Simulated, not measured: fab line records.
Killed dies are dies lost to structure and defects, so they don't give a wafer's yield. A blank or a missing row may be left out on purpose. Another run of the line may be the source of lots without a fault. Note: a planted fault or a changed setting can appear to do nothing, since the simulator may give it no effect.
fab line records	flow n5-finfet
record lots=24	wafers=72	last-day=18
route steps=1938 shown BEOL_M13@1698 BEOL_M14@1726 BEOL_M15@1783
lots with no fault: from the same line, run without faults
start-h: hours from the record's first day to the start of the lot's first wafer shown	wait-h: how many hours have passed since the lot's step before this one	" unchanged from the row above	L1.1+2: a single row standing in for several wafers	- no value, or no start given	* or withheld: withheld	< > ~ a bound
route shown NAME@n: a module of which the file shows steps, and the number in the route of the first	usual: the fault-free wafers' mean and standard deviation	same: alike in all rows	chamber/n: place in a boat	sites: each site's reading	_std_site: standard deviation of those values	_edge_site: mean of outer sites minus mean of inner sites	radius-mm: how far each site lies from the wafer's centre	mask NAME#n: copy n	behind: the last tool/chamber to shape the wafer	hold: cause of the lot's hold/its duration in hours/its outcome	device: transistor that didn't switch, given as n, p or np	end of line: the tests these same wafers got at the end of their route	a step with no rows: only its recipe	killed: dies that structure and defects cost at the first sort, which is not the same as the wafer's yield	map: shows each die of a wafer: x if killed, . if not, _ if none is there
set.NAME: the setting the step ran with; set.NAME@STEP: the setting that earlier step ran with	model.NAME: the simulator's own value behind a step, which no gauge read
the route's steps for a sample of lots (tables are steps, rows are wafers)
services: the hour from which a tool's chamber was out of use, counted from the record's first day as start-h (under 0 if before that day), plus the number of hours and why
## steps
# step N5_BEOL_M13_OCD_MEAS_35
# usual trench-depth-nm=410/6.7
lot.wafer	tool	chamber	start-h	wait-h	trench-depth-nm
L074.2	ocd-01	-	264.34	0.0	413
L074.5	"	-	"	"	413
L074.6	"	-	"	"	405
L075.2	ocd-02	-	264.40	0.0	406
L075.3	"	-	"	"	408
L075.5	"	-	"	"	405
L076.1	ocd-01	-	281.27	0.0	420
L076.2	"	-	"	"	411
L076.5	"	-	"	"	412
L077.1	ocd-02	-	281.51	0.0	405
L077.2	"	-	"	"	407
L077.5	"	-	"	"	405
L078.1	ocd-01	-	282.05	0.0	413
L078.4	"	-	"	"	407
L078.6	"	-	"	"	410
L081.2	ocd-02	-	288.83	0.0	412
L081.5	"	-	"	"	409
L081.6	"	-	"	"	406
L082.1	ocd-02	-	297.55	0.0	417
L082.5	"	-	"	"	425
L082.6	"	-	"	"	409
L080.1	ocd-02	-	307.40	0.0	398
L080.3	"	-	"	"	411
L080.4	"	-	"	"	406
L079.2	ocd-02	-	307.99	0.0	404
L079.3	"	-	"	"	401
L079.4	"	-	"	"	407
L084.1	ocd-01	-	308.68	0.0	411
L084.3	"	-	"	"	397
L084.6	"	-	"	"	407
L083.1	ocd-02	-	315.01	0.0	407
L083.3	"	-	"	"	419
L083.4	"	-	"	"	400
L086.3	ocd-02	-	319.34	0.0	419
L086.4	"	-	"	"	414
L086.5	"	-	"	"	415
L085.1	ocd-02	-	324.12	0.0	402
L085.3	"	-	"	"	411
L085.6	"	-	"	"	409
L090.2	ocd-01	-	335.94	0.0	407
L090.4	"	-	"	"	411
L090.6	"	-	"	"	403
L087.1	ocd-01	-	342.22	0.0	402
L087.4	"	-	"	"	420
L087.5	"	-	"	"	404
L088.1	ocd-01	-	347.16	0.0	410
L088.3	"	-	"	"	405
L088.6	"	-	"	"	402
L089.1	ocd-02	-	349.98	0.0	401
L089.3	"	-	"	"	404
L089.5	"	-	"	"	401
L092.4	ocd-01	-	359.05	0.0	406
L092.5	"	-	"	"	409
L092.6	"	-	"	"	411
L091.1	ocd-02	-	364.72	0.0	407
L091.5	"	-	"	"	404
L091.6	"	-	"	"	422
L093.2	ocd-01	-	369.16	0.0	403
L093.4	"	-	"	"	404
L093.5	"	-	"	"	405
L094.2	ocd-02	-	375.19	0.0	402
L094.4	"	-	"	"	409
L094.6	"	-	"	"	404
L095.1	ocd-01	-	387.48	0.0	401
L095.4	"	-	"	"	401
L095.5	"	-	"	"	409
L096.2	ocd-02	-	391.93	0.0	420
L096.4	"	-	"	"	418
L096.6	"	-	"	"	414
L097.4	ocd-02	-	397.87	0.0	420
L097.5	"	-	"	"	404
L097.6	"	-	"	"	409
# step N5_BEOL_M14_CD_MEAS_10
# recipe target-cd-nm=250	landing-energy-ev=500	detector=se-inlens	polarity=opening
# usual cd-nm=250.1/1.7
lot.wafer	tool	chamber	start-h	wait-h	cd-nm
L074.2	cd-sem-02	0	269.53	-	247.5
L074.5	"	0	"	"	248.4
L074.6	"	0	"	"	248.9
L075.2	cd-sem-01	0	269.96	-	249.9
L075.3	"	0	"	"	248.5
L075.5	"	0	"	"	249.3
L076.1	cd-sem-03	0	286.15	-	253.1
L076.2	"	0	"	"	251.8
L076.5	"	0	"	"	250.8
L077.1	cd-sem-01	0	286.49	-	249.0
L077.2	"	0	"	"	249.3
L077.5	"	0	"	"	249.2
L078.1	cd-sem-02	0	286.65	-	247.5
L078.4	"	0	"	"	246.8
L078.6	"	0	"	"	246.6
L081.2	cd-sem-01	0	296.08	-	248.6
L081.5	"	0	"	"	250.1
L081.6	"	0	"	"	247.6
L082.1	cd-sem-03	0	301.41	-	247.7
L082.5	"	0	"	"	248.9
L082.6	"	0	"	"	250.3
L080.1	cd-sem-03	0	310.03	-	253.8
L080.3	"	0	"	"	253.3
L080.4	"	0	"	"	252.2
L079.2	cd-sem-02	0	314.39	-	250.3
L079.3	"	0	"	"	249.4
L079.4	"	0	"	"	252.0
L084.1	cd-sem-02	0	314.42	-	252.2
L084.3	"	0	"	"	249.8
L084.6	"	0	"	"	252.3
L083.1	cd-sem-01	0	318.61	-	251.7
L083.3	"	0	"	"	251.5
L083.4	"	0	"	"	250.3
L086.3	cd-sem-03	0	322.90	-	248.2
L086.4	"	0	"	"	250.2
L086.5	"	0	"	"	249.2
L085.1	cd-sem-02	0	334.46	-	248.7
L085.3	"	0	"	"	250.9
L085.6	"	0	"	"	251.4
L090.2	cd-sem-03	0	339.64	-	249.1
L090.4	"	0	"	"	249.8
L090.6	"	0	"	"	250.2
L087.1	cd-sem-03	0	345.18	-	250.2
L087.4	"	0	"	"	252.0
L087.5	"	0	"	"	250.6
L088.1	cd-sem-03	0	352.28	-	249.5
L088.3	"	0	"	"	247.9
L088.6	"	0	"	"	248.9
L089.1	cd-sem-03	0	352.96	-	251.2
L089.3	"	0	"	"	249.4
L089.5	"	0	"	"	248.3
L092.4	cd-sem-02	0	368.11	-	250.3
L092.5	"	0	"	"	249.4
L092.6	"	0	"	"	251.7
L091.1	cd-sem-01	0	371.58	-	252.1
L091.5	"	0	"	"	251.5
L091.6	"	0	"	"	251.8
L093.2	cd-sem-01	0	371.82	-	249.0
L093.4	"	0	"	"	251.1
L093.5	"	0	"	"	247.6
L094.2	cd-sem-02	0	378.03	-	251.3
L094.4	"	0	"	"	250.6
L094.6	"	0	"	"	251.0
L096.2	cd-sem-02	0	395.90	-	248.5
L096.4	"	0	"	"	249.2
L096.6	"	0	"	"	248.3
L095.1	cd-sem-03	0	396.09	-	249.7
L095.4	"	0	"	"	249.9
L095.5	"	0	"	"	249.3
L097.4	cd-sem-02	0	400.81	-	250.5
L097.5	"	0	"	"	248.0
L097.6	"	0	"	"	250.2
# step N5_BEOL_M14_DEGAS_41
# recipe ambient=vacuum	temp-c=300	time-s=60
# usual heater-power-w=464/49	susceptor-temp-C=300.00/0.19
lot.wafer	tool	chamber	start-h	wait-h	heater-power-w	susceptor-temp-C
L074.2	pvd-sputter-03	-	271.59	0.0	438	300.07
L074.5	"	-	"	"	442	300.32
L074.6	"	-	"	"	407	299.59
L075.2	pvd-sputter-01	-	272.40	0.5	560	299.74
L075.3	"	-	"	"	454	299.99
L075.5	"	-	"	"	578	300.06
L076.1	pvd-sputter-03	-	288.15	0.0	433	299.99
L076.2	"	-	"	"	411	300.05
L076.5	"	-	"	"	418	300.09
L078.1	pvd-sputter-02	-	290.00	0.3	397	299.99
L078.4	"	-	"	"	437	299.84
L078.6	"	-	"	"	466	299.73
L077.1	pvd-sputter-02	-	290.40	0.7	457	299.85
L077.2	"	-	"	"	476	300.01
L077.5	"	-	"	"	477	299.65
L081.2	pvd-sputter-03	-	301.18	0.2	411	299.76
L081.5	"	-	"	"	417	300.14
L081.6	"	-	"	"	418	300.21
L082.1	pvd-sputter-03	-	304.80	0.4	432	300.21
L082.5	"	-	"	"	489	299.92
L082.6	"	-	"	"	436	300.08
L080.1	pvd-sputter-01	-	312.59	0.3	451	300.30
L080.3	"	-	"	"	482	300.15
L080.4	"	-	"	"	585	299.98
L079.2	pvd-sputter-01	-	317.01	0.3	572	299.98
L079.3	"	-	"	"	492	300.03
L079.4	"	-	"	"	453	299.77
L084.1	pvd-sputter-03	-	317.15	0.2	434	300.18
L084.3	"	-	"	"	410	300.03
L084.6	"	-	"	"	510	299.84
L083.1	pvd-sputter-02	-	321.86	0.3	425	300.10
L083.3	"	-	"	"	476	300.00
L083.4	"	-	"	"	485	299.95
L086.3	pvd-sputter-01	-	326.56	0.5	572	300.05
L086.4	"	-	"	"	494	299.99
L086.5	"	-	"	"	578	299.90
L085.1	pvd-sputter-03	-	337.86	0.0	498	300.03
L085.3	"	-	"	"	423	299.74
L085.6	"	-	"	"	415	300.22
L090.2	pvd-sputter-03	-	343.15	0.4	491	299.83
L090.4	"	-	"	"	433	299.81
L090.6	"	-	"	"	434	299.78
L087.1	pvd-sputter-01	-	347.21	0.1	577	299.74
L087.4	"	-	"	"	445	300.06
L087.5	"	-	"	"	578	300.13
L088.1	pvd-sputter-01	-	354.83	0.3	477	300.27
L088.3	"	-	"	"	474	300.09
L088.6	"	-	"	"	448	300.08
L089.1	pvd-sputter-01	-	355.74	0.1	471	299.89
L089.3	"	-	"	"	570	300.04
L089.5	"	-	"	"	463	299.87
L092.4	pvd-sputter-01	-	371.24	0.3	597	299.94
L092.5	"	-	"	"	451	299.86
L092.6	"	-	"	"	480	300.25
L091.1	pvd-sputter-01	-	375.01	0.2	496	299.93
L091.5	"	-	"	"	482	299.67
L091.6	"	-	"	"	585	300.21
L093.2	pvd-sputter-03	-	375.10	0.3	424	299.68
L093.4	"	-	"	"	490	300.05
L093.5	"	-	"	"	447	300.02
L094.2	pvd-sputter-02	-	380.92	0.2	421	299.83
L094.4	"	-	"	"	479	300.05
L094.6	"	-	"	"	478	300.24
L096.2	pvd-sputter-01	-	399.18	0.3	581	300.18
L096.4	"	-	"	"	462	299.80
L096.6	"	-	"	"	488	299.72
L095.1	pvd-sputter-02	-	399.39	0.3	417	300.28
L095.4	"	-	"	"	467	299.65
L095.5	"	-	"	"	397	299.84
L097.4	pvd-sputter-03	-	404.64	0.3	433	300.27
L097.5	"	-	"	"	492	299.62
L097.6	"	-	"	"	402	300.22
# step N5_BEOL_M15_CD_MEAS_10
# recipe target-cd-nm=360	landing-energy-ev=500	detector=se-inlens	polarity=opening
# usual cd-nm=360.1/2
lot.wafer	tool	chamber	start-h	wait-h	cd-nm
L074.2	cd-sem-01	0	273.48	-	362.1
L074.5	"	0	"	"	359.5
L074.6	"	0	"	"	358.6
L075.2	cd-sem-02	0	274.28	-	356.9
L075.3	"	0	"	"	360.2
L075.5	"	0	"	"	357.2
L076.1	cd-sem-03	0	290.03	-	358.8
L076.2	"	0	"	"	362.8
L076.5	"	0	"	"	359.0
L077.1	cd-sem-03	0	292.28	-	359.9
L077.2	"	0	"	"	361.8
L077.5	"	0	"	"	361.1
L078.1	cd-sem-02	0	292.32	-	361.0
L078.4	"	0	"	"	361.9
L078.6	"	0	"	"	363.2
L081.2	cd-sem-03	0	303.06	-	359.8
L081.5	"	0	"	"	360.6
L081.6	"	0	"	"	362.5
L082.1	cd-sem-01	0	306.93	-	358.0
L082.5	"	0	"	"	357.8
L082.6	"	0	"	"	357.5
L080.1	cd-sem-01	0	314.73	-	355.0
L080.3	"	0	"	"	359.3
L080.4	"	0	"	"	357.6
L079.2	cd-sem-01	0	319.30	-	362.1
L079.3	"	0	"	"	361.5
L079.4	"	0	"	"	361.4
L084.1	cd-sem-03	0	319.54	-	358.2
L084.3	"	0	"	"	358.2
L084.6	"	0	"	"	359.3
L083.1	cd-sem-01	0	324.63	-	359.5
L083.3	"	0	"	"	363.4
L083.4	"	0	"	"	364.0
L086.3	cd-sem-01	0	328.44	-	360.3
L086.4	"	0	"	"	361.2
L086.5	"	0	"	"	359.9
L085.1	cd-sem-02	0	339.90	-	359.5
L085.3	"	0	"	"	356.7
L085.6	"	0	"	"	355.7
L090.2	cd-sem-01	0	345.14	-	358.8
L090.4	"	0	"	"	359.7
L090.6	"	0	"	"	361.2
L087.1	cd-sem-03	0	350.24	-	364.3
L087.4	"	0	"	"	360.7
L087.5	"	0	"	"	360.5
L088.1	cd-sem-02	0	356.87	-	362.1
L088.3	"	0	"	"	359.0
L088.6	"	0	"	"	358.5
L089.1	cd-sem-01	0	357.75	-	362.3
L089.3	"	0	"	"	359.6
L089.5	"	0	"	"	360.3
L092.4	cd-sem-01	0	373.32	-	362.4
L092.5	"	0	"	"	362.4
L092.6	"	0	"	"	359.0
L091.1	cd-sem-02	0	377.16	-	359.7
L091.5	"	0	"	"	361.7
L091.6	"	0	"	"	363.9
L093.2	cd-sem-03	0	377.33	-	360.7
L093.4	"	0	"	"	359.4
L093.5	"	0	"	"	359.9
L094.2	cd-sem-01	0	382.83	-	358.6
L094.4	"	0	"	"	357.1
L094.6	"	0	"	"	355.2
L096.2	cd-sem-02	0	401.35	-	361.2
L096.4	"	0	"	"	357.3
L096.6	"	0	"	"	358.9
L095.1	cd-sem-01	0	401.55	-	358.6
L095.4	"	0	"	"	358.2
L095.5	"	0	"	"	360.7
L097.4	cd-sem-01	0	407.10	-	363.0
L097.5	"	0	"	"	363.5
L097.6	"	0	"	"	359.8
# step N5_BEOL_M15_VIA_ETCH_16
# recipe chemistry=C4F8/O2/Ar	target=SiO2	he-inner-torr=15	he-outer-torr=30	target-depth-a=17922	time-s=withheld	ion-energy-ev=800	pressure-mtorr=20	source-w=1905	bias-w=2040	Ar_flow_sccm=400	C4F8_flow_sccm=16	O2_flow_sccm=12	ends=cleared
# usual drypump-motor-current-A=5.9/0.4	oes-product-au=0.71/0.081	rf-vpp-V=2221/27	showerhead-plenum-p-Torr=3.45/0.087	throttle-valve-pct=30.9/0.3
lot.wafer	tool	chamber	start-h	wait-h	drypump-motor-current-A	oes-product-au	rf-vpp-V	showerhead-plenum-p-Torr	throttle-valve-pct
L074.2	rie-diel-06	2	273.65	0.0	5.5	0.71	2209	3.32	30.7
L074.5	"	0	"	"	5.4	0.63	2242	3.40	31.3
L074.6	"	1	"	"	5.3	0.64	2172	3.45	31.2
L075.2	rie-diel-04	1	274.46	0.0	6.3	0.64	2221	3.60	31.0
L075.3	"	2	"	"	6.4	0.85	2239	3.50	30.8
L075.5	"	3	"	"	5.3	0.65	2213	3.53	31.1
L076.1	rie-diel-04	2	290.34	0.0	6.4	0.85	2238	3.50	30.8
L076.2	"	1	"	"	6.4	0.65	2221	3.59	31.1
L076.5	"	1	"	"	6.3	0.65	2220	3.59	31.0
L077.1	rie-diel-04	3	292.46	0.0	5.4	0.65	2216	3.53	31.1
L077.2	"	0	"	"	6.1	0.74	2269	3.45	30.3
L077.5	"	1	"	"	6.3	0.65	2219	3.59	31.1
L078.1	rie-diel-03	2	292.49	0.0	5.7	0.73	2218	3.37	31.0
L078.4	"	1	"	"	5.7	0.60	2196	3.52	30.9
L078.6	"	3	"	"	6.4	0.79	2230	3.49	30.4
L081.2	rie-diel-06	3	303.24	0.0	6.0	0.61	2169	3.25	31.1
L081.5	"	2	"	"	5.5	0.69	2207	3.32	30.8
L081.6	"	1	"	"	5.3	0.63	2172	3.45	31.2
L082.1	rie-diel-06	3	307.22	0.0	6.0	0.61	2168	3.25	31.0
L082.5	"	3	"	"	6.0	0.61	2168	3.25	31.1
L082.6	"	0	"	"	5.4	0.62	2243	3.39	31.3
L080.1	rie-diel-03	2	314.96	0.0	5.7	0.71	2219	3.36	31.0
L080.3	"	0	"	"	6.2	0.84	2248	3.50	31.0
L080.4	"	0	"	"	6.2	0.85	2248	3.50	31.0
L079.2	rie-diel-03	1	319.47	0.0	5.7	0.59	2194	3.52	30.9
L079.3	"	0	"	"	6.2	0.83	2247	3.50	31.0
L079.4	"	1	"	"	5.7	0.59	2194	3.52	30.9
L084.1	rie-diel-04	1	319.88	0.0	6.4	0.64	2219	3.59	31.1
L084.3	"	3	"	"	5.3	0.64	2213	3.53	31.2
L084.6	"	1	"	"	6.4	0.64	2218	3.59	31.0
L083.1	rie-diel-06	1	324.80	0.0	5.3	0.64	2171	3.45	31.2
L083.3	"	3	"	"	6.0	0.61	2167	3.25	31.1
L083.4	"	2	"	"	5.5	0.69	2208	3.31	30.8
L086.3	rie-diel-06	3	328.61	0.0	5.9	0.60	2167	3.25	31.1
L086.4	"	1	"	"	5.3	0.64	2171	3.45	31.2
L086.5	"	3	"	"	6.0	0.61	2167	3.25	31.0
L085.1	rie-diel-03	0	340.16	0.0	6.2	0.83	2246	3.50	31.0
L085.3	"	1	"	"	5.7	0.59	2194	3.52	30.9
L085.6	"	2	"	"	5.7	0.71	2218	3.36	31.0
L090.2	rie-diel-03	1	345.31	0.0	5.7	0.59	2196	3.52	30.9
L090.4	"	0	"	"	6.2	0.82	2244	3.50	31.0
L090.6	"	3	"	"	6.3	0.77	2227	3.49	30.4
L087.1	rie-diel-06	1	350.42	0.0	5.3	0.63	2172	3.44	31.2
L087.4	"	2	"	"	5.5	0.68	2207	3.31	30.8
L087.5	"	0	"	"	5.4	0.61	2241	3.39	31.3
L088.1	rie-diel-04	2	357.05	0.0	6.4	0.82	2238	3.49	30.8
L088.3	"	0	"	"	6.1	0.72	2267	3.44	30.3
L088.6	"	0	"	"	6.1	0.71	2268	3.44	30.3
L089.1	rie-diel-06	1	357.93	0.0	5.3	0.63	2173	3.44	31.2
L089.3	"	2	"	"	5.5	0.69	2207	3.31	30.8
L089.5	"	2	"	"	5.5	0.69	2208	3.31	30.8
L092.4	rie-diel-03	2	373.49	0.0	5.7	0.70	2218	3.35	31.0
L092.5	"	0	"	"	6.2	0.80	2246	3.49	31.0
L092.6	"	3	"	"	6.3	0.76	2229	3.48	30.4
L091.1	rie-diel-04	0	377.71	0.0	6.1	0.71	2268	3.44	30.4
L091.5	"	2	"	"	6.4	0.81	2238	3.49	30.9
L091.6	"	1	"	"	6.4	0.63	2218	3.58	31.1
L093.2	rie-diel-03	2	377.88	0.0	5.7	0.71	2219	3.35	31.1
L093.4	"	1	"	"	5.7	0.86	2195	3.51	30.7
L093.5	"	0	"	"	6.2	0.80	2245	3.49	31.0
L094.2	rie-diel-03	2	383.01	0.0	5.7	0.69	2218	3.35	31.0
L094.4	"	0	"	"	6.2	0.80	2247	3.49	31.0
L094.6	"	2	"	"	5.7	0.69	2219	3.35	31.0
L096.2	rie-diel-03	2	401.52	0.0	5.7	0.69	2218	3.35	31.0
L096.4	"	1	"	"	5.7	0.83	2195	3.51	30.7
L096.6	"	3	"	"	6.3	0.74	2227	3.48	30.4
L095.1	rie-diel-04	2	401.98	0.0	6.4	0.80	2237	3.48	30.9
L095.4	"	0	"	"	6.1	0.71	2268	3.43	30.3
L095.5	"	1	"	"	6.3	0.62	2218	3.57	31.1
L097.4	rie-diel-04	2	407.39	0.1	6.4	0.80	2237	3.48	30.9
L097.5	"	0	"	"	6.1	0.71	2267	3.43	30.3
L097.6	"	1	"	"	6.3	0.62	2218	3.57	31.1
# step N5_BEOL_M15_STRIP_64
# recipe chemistry=O2	power-w=600	temp-c=60	pressure-mtorr=30	rf-frequency-hz=6e+07	bias-power-w=0	overash-fraction=0.3	o2-flow-sccm=225
# usual drypump-motor-current-A=5.9/0.4	oes-product-au=0.78/0.091	rf-vpp-V=3.7/0.51	showerhead-plenum-p-Torr=2.10/0.054	throttle-valve-pct=16.69/0.25
# same bias-power-w=0
lot.wafer	tool	chamber	start-h	wait-h	drypump-motor-current-A	oes-product-au	rf-hours-counter-h	rf-vpp-V	showerhead-plenum-p-Torr	throttle-valve-pct
L074.2	rie-diel-06	2	-	-	5.5	0.77	107	3.5	2.03	16.65
L074.5	"	0	"	"	5.4	0.68	-	3.3	2.07	17.15
L074.6	"	1	"	"	5.3	0.73	-	3.0	2.10	16.78
L075.2	rie-diel-04	1	-	-	6.3	0.73	171	3.6	2.17	16.66
L075.3	"	2	"	"	6.4	0.98	7	3.1	2.13	16.54
L075.5	"	3	"	"	5.3	0.72	-	3.8	2.16	17.06
L076.1	rie-diel-04	2	-	-	6.4	0.95	11	4.1	2.13	16.54
L076.2	"	1	"	"	6.3	0.72	176	3.4	2.17	16.67
L076.5	"	1	"	"	6.3	0.71	-	3.4	2.17	16.69
L077.1	rie-diel-04	3	-	-	5.3	0.71	221	3.9	2.16	17.07
L077.2	"	0	"	"	6.1	0.81	100	3.2	2.12	16.32
L077.5	"	1	"	"	6.3	0.72	-	3.7	2.17	16.67
L078.1	rie-diel-03	2	-	-	5.7	0.79	105	3.2	2.04	16.60
L078.4	"	1	"	"	5.7	0.67	232	3.5	2.14	16.81
L078.6	"	3	"	"	6.3	0.88	-	3.5	2.14	16.27
L081.2	rie-diel-06	3	-	-	5.9	0.69	236	3.4	1.97	17.02
L081.5	"	2	"	"	5.5	0.77	-	3.2	2.02	16.68
L081.6	"	1	"	"	5.3	0.72	-	3.8	2.10	16.82
L082.1	rie-diel-06	3	-	-	6.0	0.67	238	3.8	1.97	17.04
L082.5	"	3	"	"	6.0	0.68	-	4.6	1.97	17.02
L082.6	"	0	"	"	5.4	0.68	-	3.0	2.07	17.17
L080.1	rie-diel-03	2	-	-	5.7	0.78	112	3.5	2.04	16.61
L080.3	"	0	"	"	6.2	0.94	20	4.4	2.15	16.71
L080.4	"	0	"	"	6.2	0.94	-	3.2	2.15	16.71
L079.2	rie-diel-03	1	-	-	5.7	0.66	238	3.1	2.14	16.82
L079.3	"	0	"	"	6.2	0.93	23	3.4	2.15	16.72
L079.4	"	1	"	"	5.7	0.66	-	4.0	2.14	16.82
L084.1	rie-diel-04	1	-	-	6.3	0.70	187	3.5	2.16	16.70
L084.3	"	3	"	"	5.3	0.71	230	3.5	2.16	17.08
L084.6	"	1	"	"	6.3	0.71	-	4.2	2.16	16.69
L083.1	rie-diel-06	1	-	-	5.3	0.72	184	4.3	2.10	16.84
L083.3	"	3	"	"	6.0	0.67	244	3.3	1.97	17.04
L083.4	"	2	"	"	5.5	0.76	125	4.0	2.02	16.69
L086.3	rie-diel-06	3	-	-	6.0	0.68	245	3.6	1.97	17.04
L086.4	"	1	"	"	5.3	0.71	-	3.5	2.10	16.82
L086.5	"	3	"	"	6.0	0.67	-	5.1	1.97	17.04
L085.1	rie-diel-03	0	-	-	6.2	0.90	30	4.5	2.15	16.73
L085.3	"	1	"	"	5.7	0.66	246	3.9	2.14	16.85
L085.6	"	2	"	"	5.7	0.77	-	3.8	2.04	16.63
L090.2	rie-diel-03	1	-	-	5.8	0.65	247	4.4	2.14	16.84
L090.4	"	0	"	"	6.2	0.90	32	3.5	2.15	16.73
L090.6	"	3	"	"	6.3	0.86	-	4.2	2.14	16.31
L087.1	rie-diel-06	1	-	-	5.3	0.71	192	3.4	2.09	16.83
L087.4	"	2	"	"	5.5	0.75	-	3.4	2.02	16.73
L087.5	"	0	"	"	5.4	0.67	-	3.5	2.06	17.19
L088.1	rie-diel-04	2	-	-	6.4	0.90	30	2.7	2.13	16.60
L088.3	"	0	"	"	6.1	0.80	121	4.1	2.11	16.34
L088.6	"	0	"	"	6.1	0.80	-	3.6	2.11	16.35
L089.1	rie-diel-06	1	-	-	5.3	0.70	195	3.7	2.09	16.85
L089.3	"	2	"	"	5.5	0.74	135	3.2	2.02	16.72
L089.5	"	2	"	"	5.5	0.74	-	4.2	2.02	16.71
L092.4	rie-diel-03	2	-	-	5.7	0.76	132	4.5	2.03	16.65
L092.5	"	0	"	"	6.2	0.90	-	3.7	2.15	16.76
L092.6	"	3	"	"	6.3	0.85	-	3.3	2.13	16.33
L091.1	rie-diel-04	0	-	-	6.1	0.80	126	4.0	2.11	16.38
L091.5	"	2	"	"	6.4	0.90	-	4.3	2.12	16.59
L091.6	"	1	"	"	6.3	0.69	-	4.1	2.16	16.73
L093.2	rie-diel-03	2	-	-	5.7	0.77	133	3.8	2.03	16.65
L093.4	"	1	"	"	5.7	0.97	2	4.1	2.13	16.36
L093.5	"	0	"	"	6.2	0.89	-	3.6	2.15	16.74
L094.2	rie-diel-03	2	-	-	5.7	0.76	136	3.9	2.03	16.64
L094.4	"	0	"	"	6.2	0.89	44	3.8	2.15	16.76
L094.6	"	2	"	"	5.7	0.77	-	3.7	2.03	16.64
L096.2	rie-diel-03	2	-	-	5.7	0.75	141	3.6	2.03	16.66
L096.4	"	1	"	"	5.7	0.93	9	4.7	2.13	16.39
L096.6	"	3	"	"	6.3	0.83	-	3.6	2.13	16.33
L095.1	rie-diel-04	2	-	-	6.4	0.89	41	3.7	2.12	16.59
L095.4	"	0	"	"	6.1	0.78	-	3.0	2.11	16.38
L095.5	"	1	"	"	6.4	0.69	-	3.1	2.15	16.74
L097.4	rie-diel-04	2	-	-	6.4	0.89	-	3.9	2.12	16.59
L097.5	"	0	"	"	6.1	0.79	-	3.8	2.11	16.37
L097.6	"	1	"	"	6.3	0.70	-	2.7	2.15	16.73
## services
tool	chamber	start-h	hours	kind
rie-diel-03	-	272.06	0.8	repair
pvd-sputter-02	-	305.59	2.2	repair
rie-diel-03	3	317.24	8.8	repair
pvd-sputter-01	-	326.95	3.2	repair
rie-diel-04	3	334.18	5.4	repair
rie-diel-06	3	342.84	-	clean
rie-diel-06	3	342.84	-	consumable-replace:esc
rie-diel-06	3	342.84	-	consumable-replace:focus-ring
rie-diel-06	3	342.84	-	consumable-replace:showerhead
rie-diel-06	3	342.84	36.3	scheduled-down
rie-diel-06	3	342.84	36.3	vent-cycle
rie-diel-03	1	354.41	-	clean
rie-diel-03	1	354.41	-	consumable-replace:focus-ring
rie-diel-03	1	354.41	15.8	scheduled-down
rie-diel-03	1	354.41	15.8	vent-cycle
pvd-sputter-02	-	360.36	9.0	repair
pvd-sputter-02	-	373.64	2.1	repair
rie-diel-06	0	379.16	-	clean
rie-diel-06	0	379.16	-	consumable-replace:focus-ring
rie-diel-06	0	379.16	18.8	scheduled-down
rie-diel-04	3	399.52	-	clean
rie-diel-04	3	399.52	-	consumable-replace:focus-ring
rie-diel-04	3	399.52	24.2	scheduled-down
rie-diel-04	3	399.52	24.2	vent-cycle
## key
fault none
